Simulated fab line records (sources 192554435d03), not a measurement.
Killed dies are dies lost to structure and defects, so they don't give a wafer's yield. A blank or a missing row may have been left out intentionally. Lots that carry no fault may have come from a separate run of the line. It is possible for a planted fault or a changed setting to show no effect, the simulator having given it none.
fab line records | flow n5Finfet
record lots=6 | wafers=18 | lastDay=18
route steps=1938 shown BEOL_M14@1718 PASSIVATION@1936
lots that met no fault: from a run of the same line without faults
startH: start of the lot's first displayed wafer, in hours after the record's first day | waitH: hours elapsed since this lot's preceding step | " the same as in the row above | L1.1+2: a single row standing in for several wafers | - no value, or no start was given | * or withheld: withheld | < > ~ a bound
route shown NAME@n: NAME is a module with steps in the file, n the number in the route of the first one | usual: mean and standard deviation over wafers with no fault | same: alike in all rows | chamber/n: place in a boat | sites: per-site readings | _std_site: standard deviation across them | _edge_site: outer sites' mean less inner sites' | radiusMm: how far each site lies from the wafer's centre | mask NAME#n: copy n | behind: the most recent tool/chamber to have shaped the wafer | hold: the reason the lot was held/the length of the hold in hours/how it ended | device: which transistor (n, p or np) failed to switch | end of line: at the end of the route, the tests of the same wafers | a step with no rows: only its recipe | killed: count of dies lost to structure and defects at first sort (not the wafer's yield) | map: a wafer's dies, x killed, . not, _ none there
set.NAME: the setting as run; set.NAME@STEP: as run at that earlier step | model.NAME: the simulator's own value behind a step, which no gauge read
a table for each step, a row for each wafer; lots at some steps of the route
services: the hour from which a tool's chamber was out of use, counted from the record's first day as startH (under 0 if before that day), plus the number of hours and why
## steps
# step N5_BEOL_M14_COAT_58
# recipe resist=BARC | tempC=205 | timeS=60 | spinRpm=1500 | resistThkNm=89
# step N5_BEOL_M14_COAT_04
# recipe spinRpm=1704 | resistThkNm=800
# step N5_BEOL_M14_EBR_06
# recipe solvent=PGMEA | ebrWidthMm=1.5
# step N5_BEOL_M14_SOFTBAKE_05
# recipe tempC=130 | timeS=60
# step N5_BEOL_M14_EXPOSE_07
# recipe maskId=V13 | na=0.8 | sourceShape=annular | sigmaInner=0.5 | sigmaOuter=0.8 | polarization=unpolarized | attpsmPhaseDeg=180 | doseMj=57
# step N5_BEOL_M14_PEB_08
# recipe pebTempC=130 | pebTimeS=90
# step N5_BEOL_M14_DEVELOP_09
# recipe developTimeS=45 | rinseLiquid=diw | dry=airSpin | devTempC=21
# step N5_BEOL_M14_HARDBAKE_14
# recipe tempC=130 | timeS=120
# step N5_BEOL_M14_CD_MEAS_10
# recipe targetCdNm=250 | landingEnergyEv=500 | detector=seInlens | polarity=opening
# usual cdNm=248.4/2
# same landingEnergyEv=500
lot.wafer | tool     | chamber | startH | waitH | cdNm
L990.2    | cdSem-02 | 0       | 259.92 | -     | 248.3
L990.5    | "        | 0       | "      | "     | 251.0
L990.6    | "        | 0       | "      | "     | 250.6
L998.1    | cdSem-03 | 0       | 306.76 | -     | 251.0
L998.3    | "        | 0       | "      | "     | 247.5
L998.5    | "        | 0       | "      | "     | 247.0
L999.2    | cdSem-02 | 0       | 315.65 | -     | 251.2
L999.5    | "        | 0       | "      | "     | 245.5
L999.6    | "        | 0       | "      | "     | 249.2
L100.2    | cdSem-03 | 0       | 315.83 | -     | 251.7
L100.4    | "        | 0       | "      | "     | 245.6
L100.6    | "        | 0       | "      | "     | 247.6
L112.1    | cdSem-02 | 0       | 391.98 | -     | 250.9
L112.2    | "        | 0       | "      | "     | 252.9
L112.3    | "        | 0       | "      | "     | 248.2
L111.2    | cdSem-01 | 0       | 396.14 | -     | 248.7
L111.3    | "        | 0       | "      | "     | 246.3
L111.4    | "        | 0       | "      | "     | 250.8
# step N5_BEOL_M14_OVL_MEAS_11
# recipe pointsPerWafer=44
# usual V13_OVL=4/5.6
lot.wafer | tool       | chamber | startH | waitH | V13_OVL[nm]
L990.2    | overlay-02 | 0       | 259.98 | 0.1   | 4
L990.5    | "          | 0       | "      | "     | 9
L990.6    | "          | 0       | "      | "     | 3
L998.1    | overlay-02 | 0       | 306.79 | 0.0   | 16
L998.3    | "          | 0       | "      | "     | 11
L998.5    | "          | 0       | "      | "     | 4
L999.2    | overlay-01 | 0       | 315.68 | 0.0   | 3
L999.5    | "          | 0       | "      | "     | -2
L999.6    | "          | 0       | "      | "     | 4
L100.2    | overlay-02 | 0       | 315.86 | 0.0   | -3
L100.4    | "          | 0       | "      | "     | -3
L100.6    | "          | 0       | "      | "     | -1
L112.1    | overlay-01 | 0       | 392.01 | 0.0   | 0
L112.2    | "          | 0       | "      | "     | 0
L112.3    | "          | 0       | "      | "     | 2
L111.2    | overlay-02 | 0       | 396.17 | 0.0   | 7
L111.3    | "          | 0       | "      | "     | -7
L111.4    | "          | 0       | "      | "     | 8
# step N5_BEOL_M14_INSPECT_12
# recipe mode=adi | inspectInstrument=macro
# usual rawDefectCount=1.9/1.5
lot.wafer | tool             | chamber | startH | waitH | rawDefectCount
L990.2    | defectInspect-02 | -       | 260.00 | 0.0   | 0
L990.5    | "                | -       | "      | "     | 1
L990.6    | "                | -       | "      | "     | 2
L998.1    | defectInspect-01 | -       | 306.82 | 0.0   | 3
L998.3    | "                | -       | "      | "     | 3
L998.5    | "                | -       | "      | "     | 2
L999.2    | defectInspect-01 | -       | 315.71 | 0.0   | 1
L999.5    | "                | -       | "      | "     | 6
L999.6    | "                | -       | "      | "     | 0
L100.2    | defectInspect-02 | -       | 315.88 | 0.0   | 1
L100.4    | "                | -       | "      | "     | 3
L100.6    | "                | -       | "      | "     | 2
L112.1    | defectInspect-02 | -       | 392.03 | 0.0   | 1
L112.2    | "                | -       | "      | "     | 1
L112.3    | "                | -       | "      | "     | 2
L111.2    | defectInspect-02 | -       | 396.19 | 0.0   | 2
L111.3    | "                | -       | "      | "     | 3
L111.4    | "                | -       | "      | "     | 0
# step N5_BEOL_M14_DESCUM_15
# recipe chemistry=O2 | timeS=7.9 | sourcePowerW=50 | biasPowerW=20 | pressureMtorr=20 | rfFrequencyHz=2.712e+07 | tempC=40 | o2FlowSccm=225
# usual drypumpMotorCurrentA=5.7/0.4 | oesProductAu=0.80/0.091 | rfVppV=243.6/1.3 | showerheadPlenumPTorr=2.12/0.065 | throttleValvePct=20.38/0.28
lot.wafer | tool       | chamber | startH | waitH | drypumpMotorCurrentA | oesProductAu | rfHoursCounterH | rfVppV | showerheadPlenumPTorr | throttleValvePct
L990.2    | rieDiel-02 | 1       | 260.04 | 0.0   | 5.9                  | 0.90         | 20              | 244.7  | 2.20                  | 20.06
L990.5    | "          | 0       | "      | "     | 5.0                  | 0.68         | -               | 242.0  | 1.96                  | 20.64
L990.6    | "          | 3       | "      | "     | 6.4                  | 0.78         | -               | 243.4  | 2.10                  | 20.20
L998.1    | rieDiel-03 | 3       | 306.85 | 0.0   | 6.0                  | 0.80         | 119             | 243.7  | 2.14                  | 20.48
L998.3    | "          | 2       | "      | "     | 5.6                  | 0.71         | 185             | 243.5  | 2.11                  | 20.78
L998.5    | "          | 2       | "      | "     | 5.6                  | 0.70         | -               | 244.4  | 2.11                  | 20.76
L999.2    | rieDiel-02 | 2       | 315.74 | 0.0   | 5.3                  | 0.82         | 68              | 244.8  | 2.21                  | 20.53
L999.5    | "          | 1       | "      | "     | 5.9                  | 0.86         | -               | 244.2  | 2.19                  | 20.09
L999.6    | "          | 0       | "      | "     | 5.1                  | 0.94         | -               | 243.2  | 2.22                  | 20.16
L100.2    | rieDiel-03 | 2       | 315.92 | 0.0   | 5.5                  | 0.71         | 190             | 243.6  | 2.11                  | 20.78
L100.4    | "          | 3       | "      | "     | 6.0                  | 0.78         | 123             | 243.5  | 2.14                  | 20.49
L100.6    | "          | 0       | "      | "     | 5.4                  | 0.89         | -               | 245.5  | 2.21                  | 20.19
L112.1    | rieDiel-03 | 2       | 392.06 | 0.0   | 5.6                  | 0.68         | 217             | 242.9  | 2.10                  | 20.84
L112.2    | "          | 0       | "      | "     | 5.4                  | 0.84         | 55              | 243.3  | 2.20                  | 20.23
L112.3    | "          | 1       | "      | "     | 6.2                  | 0.83         | 69              | 243.2  | 2.03                  | 19.91
L111.2    | rieDiel-01 | 1       | 396.22 | 0.0   | 6.1                  | 0.95         | 6               | 242.9  | 2.06                  | 20.15
L111.3    | "          | 2       | "      | "     | 5.1                  | 0.77         | 130             | 242.1  | 2.03                  | 20.40
L111.4    | "          | 3       | "      | "     | 5.8                  | 0.91         | -               | 244.9  | 2.14                  | 20.59
# step N5_BEOL_M14_ETCH_59
# recipe chemistry=N2/H2 | target=BARC | targetDepthA=890 | overetchA=267 | timeS=67.9 | ionEnergyEv=200 | pressureMtorr=30 | sourceW=840 | biasW=150 | n2FlowSccm=200 | h2FlowSccm=200
# usual drypumpMotorCurrentA=5.7/0.4 | oesProductAu=0.69/0.071 | rfVppV=524.7/2.6 | runLengthS=91.2/0.45 | showerheadPlenumPTorr=2.57/0.096 | throttleValvePct=17.80/0.24
lot.wafer | tool       | chamber | startH | waitH | drypumpMotorCurrentA | oesProductAu | rfHoursCounterH | rfVppV | runLengthS | showerheadPlenumPTorr | throttleValvePct | model.coat_of_BEOL_M14_COAT_04.thkNm
L990.2    | rieDiel-02 | 1       | 260.07 | 0.0   | 5.9                  | 0.79         | 20              | 529.3  | 90.8       | 2.71                  | 17.67            | 717.2
L990.5    | "          | 0       | "      | "     | 5.1                  | 0.59         | -               | 519.6  | 90.2       | 2.40                  | 18.27            | 717
L990.6    | "          | 3       | "      | "     | 6.4                  | 0.68         | -               | 525.2  | 91.2       | 2.58                  | 17.89            | 712
L998.1    | rieDiel-03 | 3       | 306.89 | 0.0   | 6.0                  | 0.67         | 119             | 524.7  | 91.7       | 2.55                  | 17.73            | 723.2
L998.3    | "          | 2       | "      | "     | 5.6                  | 0.70         | 185             | 522.8  | 81.4       | 2.50                  | 17.79            | 733.8
L998.5    | "          | 2       | "      | "     | 5.5                  | 0.70         | -               | 521.3  | 81.2       | 2.50                  | 17.81            | 734.8
L999.2    | rieDiel-02 | 2       | 315.78 | 0.0   | 5.3                  | 0.70         | 68              | 527.2  | 91.7       | 2.70                  | 18.06            | 712.8
L999.5    | "          | 1       | "      | "     | 5.9                  | 0.75         | -               | 527.3  | 90.8       | 2.70                  | 17.68            | 720
L999.6    | "          | 0       | "      | "     | 5.1                  | 0.79         | -               | 528.0  | 90.5       | 2.72                  | 17.77            | 719.2
L100.2    | rieDiel-03 | 2       | 315.95 | 0.0   | 5.6                  | 0.69         | 190             | 524.0  | 81.9       | 2.50                  | 17.82            | 726.4
L100.4    | "          | 3       | "      | "     | 6.0                  | 0.67         | 123             | 524.2  | 91.4       | 2.55                  | 17.73            | 715
L100.6    | "          | 0       | "      | "     | 5.4                  | 0.77         | -               | 528.1  | 91.1       | 2.72                  | 17.75            | 718.2
L112.1    | rieDiel-03 | 2       | 392.10 | 0.0   | 5.6                  | 0.60         | 217             | 523.6  | 91.2       | 2.49                  | 17.84            | 723.4
L112.2    | "          | 0       | "      | "     | 5.4                  | 0.73         | 55              | 528.0  | 91.4       | 2.71                  | 17.81            | 718
L112.3    | "          | 1       | "      | "     | 6.2                  | 0.70         | 69              | 520.7  | 91.2       | 2.46                  | 17.43            | 716.2
L111.2    | rieDiel-01 | 1       | 396.26 | 0.0   | 6.1                  | 0.82         | 6               | 523.7  | 91.1       | 2.51                  | 17.57            | 718.2
L111.3    | "          | 2       | "      | "     | 5.1                  | 0.67         | 130             | 521.5  | 91.4       | 2.43                  | 17.60            | 718.8
L111.4    | "          | 3       | "      | "     | 5.7                  | 0.78         | -               | 525.1  | 92.2       | 2.59                  | 18.01            | 715
# step N5_BEOL_M14_VIA_ETCH_16
# recipe chemistry=C4F8/O2/Ar | target=SiO2 | heInnerTorr=15 | heOuterTorr=30 | targetDepthA=12313 | timeS=withheld | ionEnergyEv=800 | pressureMtorr=20 | sourceW=1905 | biasW=2040 | Ar_flow_sccm=400 | C4F8_flow_sccm=16 | O2_flow_sccm=12 | ends=cleared
# usual drypumpMotorCurrentA=5.7/0.4 | oesProductAu=0.73/0.083 | rfVppV=2241/70 | showerheadPlenumPTorr=3.47/0.11 | throttleValvePct=30.8/0.37
lot.wafer | tool       | chamber | startH | waitH | drypumpMotorCurrentA | oesProductAu | rfVppV | showerheadPlenumPTorr | throttleValvePct
L990.2    | rieDiel-02 | 1       | 260.12 | 0.0   | 5.9                  | 0.82         | 2303   | 3.62                  | 30.5
L990.5    | "          | 0       | "      | "     | 5.0                  | 0.60         | 2215   | 3.24                  | 31.1
L990.6    | "          | 3       | "      | "     | 6.4                  | 0.72         | 2269   | 3.52                  | 31.1
L998.1    | rieDiel-03 | 3       | 306.94 | 0.0   | 6.0                  | 0.71         | 2255   | 3.47                  | 30.8
L998.3    | "          | 2       | "      | "     | 5.6                  | 0.64         | 2253   | 3.45                  | 31.2
L998.5    | "          | 2       | "      | "     | 5.7                  | 0.64         | 2254   | 3.45                  | 31.2
L999.2    | rieDiel-02 | 2       | 315.83 | 0.0   | 5.3                  | 0.75         | 2189   | 3.65                  | 31.4
L999.5    | "          | 1       | "      | "     | 5.9                  | 0.78         | 2302   | 3.61                  | 30.5
L999.6    | "          | 0       | "      | "     | 5.1                  | 0.83         | 2252   | 3.63                  | 30.6
L100.2    | rieDiel-03 | 2       | 316.00 | 0.0   | 5.6                  | 0.63         | 2254   | 3.44                  | 31.2
L100.4    | "          | 3       | "      | "     | 6.0                  | 0.71         | 2255   | 3.47                  | 30.8
L100.6    | "          | 0       | "      | "     | 5.4                  | 0.81         | 2309   | 3.59                  | 30.4
L112.1    | rieDiel-03 | 2       | 392.15 | 0.0   | 5.6                  | 0.62         | 2252   | 3.43                  | 31.2
L112.2    | "          | 0       | "      | "     | 5.4                  | 0.76         | 2305   | 3.57                  | 30.4
L112.3    | "          | 1       | "      | "     | 6.1                  | 0.75         | 2223   | 3.31                  | 30.2
L111.2    | rieDiel-01 | 1       | 396.31 | 0.0   | 6.1                  | 0.86         | 2238   | 3.38                  | 30.5
L111.3    | "          | 2       | "      | "     | 5.1                  | 0.69         | 2061   | 3.30                  | 30.6
L111.4    | "          | 3       | "      | "     | 5.8                  | 0.83         | 2288   | 3.50                  | 31.2
# step N5_PASSIVATION_PROBE_49
# usual defectLimitedYield=91.5/1.5 | killed_at_M0_to_M3=33/9.9 | killed_at_M4_up=14/5.2 | killedAtContacts=11/5.2 | killedAtFrontEnd=38/10 | killedAtOther=4/3.5 | killedDies=100/18 | killedOpen=66/14 | killedShort=32/6.9 | sort_bin_4_leakage=0.00/0.027 | sort_bin_5_function=5.0/1 | sort_bin_6_memory=3.1/0.69 | sort_bin_8_speed=0.03/0.26 | sortNPass=1080/18 | sortYieldPct=91.5/1.5
# same grossDies=1180 | killedAtBackSide=0
lot.wafer | tool      | chamber | startH | waitH | defectLimitedYield[%] | killed_at_M0_to_M3 | killed_at_M4_up | killedAtContacts | killedAtFrontEnd | killedAtOther | killedDies | killedOpen | killedShort | sort_bin_4_leakage[%] | sort_bin_5_function[%] | sort_bin_6_memory[%] | sort_bin_8_speed[%] | sortNPass | sortYieldPct[%]
L998.1    | prober-02 | -       | 332.04 | 0.0   | 91.6                  | 27                 | 8               | 14               | 49               | 1             | 99         | 63         | 34          | 0                     | 4.7                    | 3.4                  | 0                   | 1081      | 91.6
L998.3    | prober-02 | -       | 332.14 | 0.1   | 92.6                  | 30                 | 8               | 8                | 41               | 0             | 87         | 51         | 26          | 0                     | 4.2                    | 2.3                  | 0                   | 1093      | 92.6
L998.5    | prober-02 | -       | 332.24 | 0.2   | 92.2                  | 20                 | 15              | 9                | 47               | 1             | 92         | 53         | 29          | 0                     | 4.2                    | 2.8                  | 0.08                | 1088      | 92.2
# killed by level:class
L998.1 MOL_CONTACT_COAG:geometricParticle:open=13 FIN_SAQP:geometricParticle:open=12 STI_FIN_REVEAL:geometricParticle:open=11 FIN_SAQP:geometricParticle:short=9 BEOL_M0_SAQP:geometricParticle:open=8 BEOL_M0_SAQP:geometricParticle:short=7 GATE_CUT:geometricParticle:short=6 BEOL_M2:geometricParticle:open=5
L998.3 BEOL_M2:geometricParticle:open=10 HKMG_FIN:areaEtch=10 GATE_CUT:geometricParticle:short=6 BEOL_M0_SAQP:geometricParticle:short=6 STARTING-WAFER:geometricParticle:open=6 FIN_SAQP:geometricParticle:short=5 STI_FIN_REVEAL:geometricParticle:open=5 MOL_CONTACT_COAG:geometricParticle:open=5
L998.5 FIN_SAQP:geometricParticle:open=13 FIN_SAQP:geometricParticle:short=6 MOL_CONTACT_COAG:geometricParticle:open=6 BEOL_M3:geometricParticle:open=6 HKMG_FIN:areaEtch=6 STI_FIN_REVEAL:geometricParticle:open=5 GATE_CUT:geometricParticle:short=4 BEOL_M4:geometricParticle:open=4
## services
tool       | chamber | startH | hours | kind
rieDiel-02 | 0       | 261.01 | -     | clean
rieDiel-02 | 0       | 261.01 | -     | consumableReplace:focusRing
rieDiel-02 | 0       | 261.01 | -     | consumableReplace:showerhead
rieDiel-02 | 0       | 261.01 | 24.3  | scheduledDown
rieDiel-02 | 0       | 261.01 | 24.3  | ventCycle
rieDiel-01 | 0       | 265.24 | 2.7   | repair
rieDiel-03 | 3       | 269.14 | 2.9   | repair
rieDiel-03 | 0       | 276.55 | 9.1   | repair
rieDiel-03 | 0       | 288.37 | 9.7   | repair
rieDiel-02 | -       | 297.79 | 0.4   | repair
rieDiel-01 | 3       | 310.63 | -     | clean
rieDiel-01 | 3       | 310.63 | -     | consumableReplace:focusRing
rieDiel-01 | 3       | 310.63 | 18.1  | scheduledDown
rieDiel-01 | 3       | 310.63 | 18.1  | ventCycle
rieDiel-03 | 3       | 317.24 | 16.4  | repair
rieDiel-02 | 0       | 318.32 | 7.6   | repair
rieDiel-01 | 1       | 351.51 | -     | clean
rieDiel-01 | 1       | 351.51 | -     | consumableReplace:focusRing
rieDiel-01 | 1       | 351.51 | 29.7  | scheduledDown
rieDiel-01 | 1       | 351.51 | 29.7  | ventCycle
rieDiel-01 | 0       | 381.19 | -     | clean
rieDiel-01 | 0       | 381.19 | -     | consumableReplace:focusRing
rieDiel-01 | 0       | 381.19 | 24.0  | scheduledDown
rieDiel-01 | 0       | 381.19 | 24.0  | ventCycle
## key
firstSign step=N5_BEOL_M14_ETCH_59 | reading=runLengthS | direction=down | sigmas=22 | usual=* | struck=*
effect none on later readings
modelEffect step=N5_BEOL_M14_ETCH_59 | value=coat_of_BEOL_M14_COAT_04.thkNm | without=723 | struck=731.7
metAt N5_BEOL_M14_ETCH_59
struckWafers L998.3,L998.5,L100.2
baselineLoss step=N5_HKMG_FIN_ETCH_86 | wafers=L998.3
fault kind=processParameterDrift | tool=rieDiel-03 | chamber=2 | onsetH=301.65 | steps=N5_BEOL_M14_ETCH_59 | channel=timeS | offset=* | shape=step | endH=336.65 | actsIn=* | stated=*
# baselineLoss: these wafers lose ten dies or more at that step, a loss of the line's own and not of a fault; the sort's usual values leave them out
